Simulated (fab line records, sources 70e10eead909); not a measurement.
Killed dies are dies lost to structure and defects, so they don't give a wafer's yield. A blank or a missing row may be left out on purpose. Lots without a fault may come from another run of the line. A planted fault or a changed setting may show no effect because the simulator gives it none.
Tool commonality check | flow nand_harc | 4 lots, 12 wafers sampled

WHY IT WAS OPENED
At NHARC_END_SORT_01 the reading killed_at_array is flagged on 3 of 4 lots. Wafers without a fault read 59, standard deviation 17.
Rule: a lot is flagged when every wafer of it that has a number lies more than 4 standard deviations from that mean, or none has a number. The other lots count as sound.

lot  | measured     | on        | killed_at_array, wafer by wafer | flag
L532 | day 25 09:56 | prober-02 | 60 58 42                        |
L545 | day 30 10:07 | prober-01 | 674 675 674                     | FLAGGED
L547 | day 31 14:05 | prober-02 | 671 674 672                     | FLAGGED
L548 | day 32 08:13 | prober-01 | 674 675 673                     | FLAGGED
The numbers of the flagged lots are 674 on average: +615 against the usual, or +36 standard deviations.

WHICH TOOL RAN EACH LOT
The record holds 4 process steps before the reading, out of a route of 1302 steps. In each cell: the tool, then ch and the chambers that the sampled wafers went through, then the start.
lot  | flag    | NHARC_A_BLC_DESCUM_15              | NHARC_A_BLC_STRIP_29               | NHARC_A_BLC_CVD_24            | NHARC_A_BLC_CMP_25
L532 |         | rie_diel-03 ch 1,2, day 23 12:55   | rie_diel-05 ch 0,3, day 23 13:57   | cvd_w-01 ch 0,1, day 23 14:59 | cmp-01 ch 0,2,3, day 23 15:34
L545 | FLAGGED | rie_diel-01 ch 0,3, day 28 15:10   | rie_diel-03 ch 0,1,3, day 28 16:13 | cvd_w-02 ch 0,1, day 28 17:19 | cmp-01 ch 0,2,3, day 28 17:45
L547 | FLAGGED | rie_diel-05 ch 0,1,2, day 29 17:30 | rie_diel-03 ch 0,1,2, day 29 18:32 | cvd_w-02 ch 0,1, day 29 19:35 | cmp-04 ch 1,2,3, day 29 20:02
L548 | FLAGGED | rie_diel-05 ch 0,2, day 30 00:54   | rie_diel-05 ch 0,1,3, day 30 01:57 | cvd_w-01 ch 0,1, day 30 02:55 | cmp-02 ch 1,2,3, day 30 03:27
What these steps do:
- NHARC_A_BLC_DESCUM_15: chemistry O2, time 3 s.
- NHARC_A_BLC_STRIP_29: strips in CF4.
- NHARC_A_BLC_CVD_24: deposits W, target thk 150 nm, time 434 s.
- NHARC_A_BLC_CMP_25: polishes, t overpolish 30 s, target thk 150 nm.
- NHARC_END_SORT_01

FLAGGED OVER TOTAL, TOOL BY TOOL (the gauges that took the reading come last)
step                  | tool        | lots run | flagged | share of the flagged lots | sound lots run after its first flagged lot
NHARC_A_BLC_DESCUM_15 | rie_diel-01 | 1        | 1       | some                      | 0
NHARC_A_BLC_DESCUM_15 | rie_diel-03 | 1        | 0       | none                      | -
NHARC_A_BLC_DESCUM_15 | rie_diel-05 | 2        | 2       | some                      | 0
NHARC_A_BLC_STRIP_29  | rie_diel-03 | 2        | 2       | some                      | 0
NHARC_A_BLC_STRIP_29  | rie_diel-05 | 2        | 1       | some                      | 0
NHARC_A_BLC_CVD_24    | cvd_w-01    | 2        | 1       | some                      | 0
NHARC_A_BLC_CVD_24    | cvd_w-02    | 2        | 2       | some                      | 0
NHARC_A_BLC_CMP_25    | cmp-01      | 2        | 1       | some                      | 0
NHARC_A_BLC_CMP_25    | cmp-02      | 1        | 1       | some                      | 0
NHARC_A_BLC_CMP_25    | cmp-04      | 1        | 1       | some                      | 0
NHARC_END_SORT_01     | prober-01   | 2        | 2       | some                      | 0
NHARC_END_SORT_01     | prober-02   | 2        | 1       | some                      | 0

WHAT THE TABLE ALLOWS
No row of the table ran every flagged lot.

WHAT THE SIMULATOR HAD PUT IN
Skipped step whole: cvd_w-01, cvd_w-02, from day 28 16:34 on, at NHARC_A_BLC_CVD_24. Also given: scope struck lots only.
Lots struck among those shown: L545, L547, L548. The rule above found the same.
